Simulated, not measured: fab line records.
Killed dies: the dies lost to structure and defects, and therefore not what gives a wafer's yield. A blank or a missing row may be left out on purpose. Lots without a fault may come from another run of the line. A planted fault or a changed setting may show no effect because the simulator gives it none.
A struck lot beside a sound one :: flow n5Finfet :: 15 steps out of a route of 1938
Sound: the wafers L486.2, L486.3, L486.5. Struck: wafer L496.1; the same lot's L496.2 was not struck, so it is left out; see the end for the cause.
Each step with rows lists, per side, the tool, then ch with its chambers, then its first start. Under that, the readings that differ: sound wafers :: struck wafers :: difference of the means :: sigmas: that difference in standard deviations of wafers without a fault.
alike: a reading whose means differ by less than 2 such deviations, as well as words and numbers matching on both sides. not compared: withheld readings; readings where some wafer has no value; bounds like >300 that might hide an equal value; numbers whose values overlap and for which the record gives no deviation.
A row with sigmas, a row that says differs or no value, or rows on one side alone: a step with any of these is where the two part. Non-overlapping numbers with no deviation appear without sigmas and do not part them. A reading that every wafer of one side lacks parts them only if that side has two wafers or more.

first, 5 steps without rows for these wafers: N5_BEOL_M10_EBR_24; N5_BEOL_M10_SOFTBAKE_23 (time 60 s); N5_BEOL_M10_EXPOSE_25 (exposes mask V9); N5_BEOL_M10_PEB_26 (peb time 60 s); N5_BEOL_M10_DEVELOP_27 (develop time 30 s).
N5_BEOL_M10_CD_MEAS_28: target cd 70 nm.
  sound on cdSem-02 ch 0, day 10 12:57; struck on cdSem-01 ch 0, day 12 21:02
  alike: cdNm
N5_BEOL_M10_OVL_MEAS_29:
  sound on overlay-01 ch 0, day 10 12:59; struck on overlay-02 ch 0, day 12 21:04
  alike: V9_OVL
N5_BEOL_M10_INSPECT_30: inspects for defects (brightfield).
  sound: defectInspect-02 at day 10 13:00; struck: defectInspect-02 at day 12 21:05
  alike: rawDefectCount
N5_BEOL_M10_DESCUM_33: chemistry O2, time 7.9 s.
  sound on rieDiel-04 ch 0,1,2, day 10 13:17; struck on rieDiel-04 ch 1, day 12 21:07
reading: rfVppV (V)
sound: 247.1 243.3 244.0
struck: 241.8
difference: -3.0
sigmas: -2
  alike: drypumpMotorCurrentA, oesProductAu, showerheadPlenumPTorr, throttleValvePct
  not compared: rfHoursCounterH
N5_BEOL_M10_ETCH_65: etches SiARC in CF4, target depth 39 nm, time 65 s.
  sound on rieDiel-04 ch 0,1,2, day 10 13:19; struck on rieDiel-04 ch 1, day 12 21:10
  alike: drypumpMotorCurrentA, etchRfOnTimeS, oesProductAu, rfVppV, showerheadPlenumPTorr, throttleValvePct
  not compared: rfHoursCounterH
N5_BEOL_M10_ETCH_66: etches SOC in N2/H2, target depth 120 nm, overetch 24 nm, time 180 s.
  sound on rieDiel-04 ch 0,1,2, day 10 13:22; struck on rieDiel-04 ch 1, day 12 21:13
  alike: drypumpMotorCurrentA, oesProductAu, rfVppV, showerheadPlenumPTorr, throttleValvePct
  not compared: rfHoursCounterH
then, 1 step without rows for these wafers: N5_BEOL_M10_STRIP_69 (strips in N2/H2).
N5_BEOL_M10_VIA_ETCH_34: etches SiCOH lowk in C4F6/O2, target depth 184.5 nm, time 69.2 s.
  sound on rieDiel-04 ch 0,1,2, day 10 13:29; struck on rieDiel-04 ch 1, day 12 21:20
reading: oesProductAu (a.u.)
sound: 0.85 0.81 0.91
struck: 1.06
difference: +0.20
sigmas: +2

reading: model.etch.depthNm (nm)
sound: 180.4 185.8 187.5
struck: 249.9
difference: +65.3
sigmas: 

reading: model.SOC_of_BEOL_M10_COAT_63.thkNm (nm)
sound: 91.4 91.4 91.2
struck: 89.2
difference: -2.1
sigmas: 
  alike: drypumpMotorCurrentA, rfVppV, showerheadPlenumPTorr, throttleValvePct
  not compared: rfHoursCounterH
then, 1 step without rows for these wafers: N5_BEOL_M10_STRIP_73 (strips in C4F6/O2).
-- the record jumps here: 2 days lie between the struck wafers' starts before and after (it left off in module BEOL_M10 and takes up again in module PASSIVATION, whose first step shown is number 1936 of the route) --
N5_PASSIVATION_PROBE_49:
  sound: prober-02 at day 12 19:03; struck: prober-02 at day 15 04:11
reading: defectLimitedYield (%)
sound: 89.7 90.0 89.7
struck: 92.8
difference: +3.0
sigmas: +2

reading: killedAtFrontEnd
sound: 37 47 51
struck: 21
difference: -24
sigmas: -2

reading: killedAtOther
sound: 3 7 9
struck: 0
difference: -6
sigmas: -2

reading: killedDies
sound: 121 118 122
struck: 85
difference: -35
sigmas: -2

reading: killedOpen
sound: 72 82 74
struck: 46
difference: -30
sigmas: -2

reading: sort_bin_5_function (%)
sound: 5.8 6.1 6.5
struck: 3.9
difference: -2.2
sigmas: -2

reading: sortNPass
sound: 1059 1062 1058
struck: 1095
difference: +35
sigmas: +2

reading: sortYieldPct (%)
sound: 89.7 90.0 89.7
struck: 92.8
difference: +3.0
sigmas: +2
  alike: killed_at_M0_to_M3, killed_at_M4_up, killedAtContacts, killedShort, sort_bin_6_memory, sort_bin_8_speed

== WHERE THEY PART ==
Last at N5_PASSIVATION_PROBE_49 as far as this record goes, first at N5_BEOL_M10_DESCUM_33.

WHY: whatever the simulator had introduced
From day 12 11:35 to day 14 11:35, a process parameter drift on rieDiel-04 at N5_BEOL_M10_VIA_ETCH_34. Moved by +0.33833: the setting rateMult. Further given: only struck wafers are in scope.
